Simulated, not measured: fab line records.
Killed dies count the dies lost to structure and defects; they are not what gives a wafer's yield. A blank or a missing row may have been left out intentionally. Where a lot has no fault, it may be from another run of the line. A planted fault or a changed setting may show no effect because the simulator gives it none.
Comparing a struck lot with a sound one | flow nandHarc | 14 out of 1302 route steps
Sound: these wafers, L567.3, L567.4, L567.6. Struck: wafers L583.2, L583.5. (L583.1 of the same lot was not struck and is left out.) The cause comes at the end.
At each step with rows: each side's tool, then ch and its chambers, then its first start. Under that, the readings that differ: sound wafers | struck wafers | difference of the means | sigmas: that difference in standard deviations of wafers without a fault.
alike: readings with means less than 2 such deviations apart, plus words and numbers identical on both sides. not compared: withheld readings, readings lacking a value on some wafer, bounds such as >300 that could conceal the same value, and numbers that have no deviation in the record and whose values overlap.
A row with sigmas, a row that says differs or no value, or rows on one side alone: a step with any of these is where the two part. Numbers that have no deviation but don't overlap get no sigmas and don't part them. A reading missing from all wafers of one side parts the sides only when that side holds two or more wafers.

first, 2 steps without rows for these wafers: NHARC_A_CONTACT_ETCH_134 (etches the open film in C4F8/O2/Ar, time 140 s, target depth 700 nm); NHARC_A_CONTACT_ETCH_135 (etches the open film in C4F8/O2/Ar, time 311 s, target depth 1912 nm).
NHARC_A_CONTACT_ETCH_136: etches the open film in C4F8/O2/Ar, time 311 s, target depth 1912 nm.
  sound on harCapEtch-03 ch 0,1, day 25 10:11; struck on harCapEtch-02 ch 1, day 31 04:51
  not compared: rfHoursCounterH
then, 1 step without rows for these wafers: NHARC_A_CONTACT_ETCH_137 (etches the open film in C4F8/O2/Ar, time 311 s, target depth 1912 nm).
NHARC_A_CONTACT_ETCH_138: etches the open film in C4F8/O2/Ar, time 311 s, target depth 1914 nm.
  sound on harCapEtch-03 ch 0,1, day 25 10:44; struck on harCapEtch-02 ch 1, day 31 05:24
  not compared: rfHoursCounterH
NHARC_A_CONTACT_ETCH_139: etches the open film in C4F8/O2/Ar, time 195 s, target depth 840 nm.
  sound on harCapEtch-03 ch 0,1, day 25 11:01; struck on harCapEtch-02 ch 1, day 31 05:41
  not compared: rfHoursCounterH
NHARC_A_CONTACT_ETCH_92: etches the open film in CH3F/O2, target depth 40 nm, time 85.7 s.
  sound on rieDiel-06 ch 0,1,2, day 25 11:29; struck on rieDiel-06 ch 1,2, day 31 06:14
  alike: drypumpMotorCurrentA, oesProductAu, rfVppV, showerheadPlenumPTorr, throttleValvePct
  not compared: rfHoursCounterH
then, 1 step without rows for these wafers: NHARC_A_CONTACT_ETCH_98 (etches the open film in C4F6/O2, target depth 20 nm, time 10 s).
NHARC_A_CONTACT_CD_MEAS_15:
  sound: cdSem-01 at day 25 11:43; struck: cdSem-01 at day 31 06:27
  alike: cdNm
then, 3 steps without rows for these wafers: NHARC_A_CONTACT_STRIP_107 (strips in N2/H2); NHARC_A_CONTACT_STRIP_108 (strips in CF4/CHF3); NHARC_A_CONTACT_STRIP_109 (strips in O2/COS).
NHARC_A_CONTACT_ETCH_110: etches the open film in CF4/O2, target depth 60 nm, overetch 6 nm, time 33 s.
  sound on rieDiel-06 ch 0,2, day 25 12:00; struck on rieDiel-06 ch 0, day 31 06:44
reading             | sound             | struck      | difference | sigmas
oesProductAu (a.u.) | 1.009 1.013 1.006 | 0.911 0.929 | -0.089     | -10
  alike: drypumpMotorCurrentA, rfVppV, showerheadPlenumPTorr, throttleValvePct
  not compared: rfHoursCounterH
NHARC_A_CONTACT_STRIP_26: strips in O2.
  sound: rieDiel-06 ch 0,3; struck: rieDiel-06 ch 1,2
reading              | sound                | struck        | difference | sigmas
oesProductAu (a.u.)  | 1.014 1.010 1.014    | 0.976 0.989   | -0.030     | -3
throttleValvePct (%) | 17.014 17.039 17.022 | 17.039 17.046 | +0.018     | +2
  alike: drypumpMotorCurrentA, rfVppV, showerheadPlenumPTorr
  not compared: rfHoursCounterH

WHERE THEY PART
Last at NHARC_A_CONTACT_STRIP_26 as far as this record goes, first at NHARC_A_CONTACT_ETCH_110.

WHY: whatever the simulator had introduced
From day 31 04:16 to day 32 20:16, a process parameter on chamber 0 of rieDiel-06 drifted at NHARC_A_CONTACT_ETCH_110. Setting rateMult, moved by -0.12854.
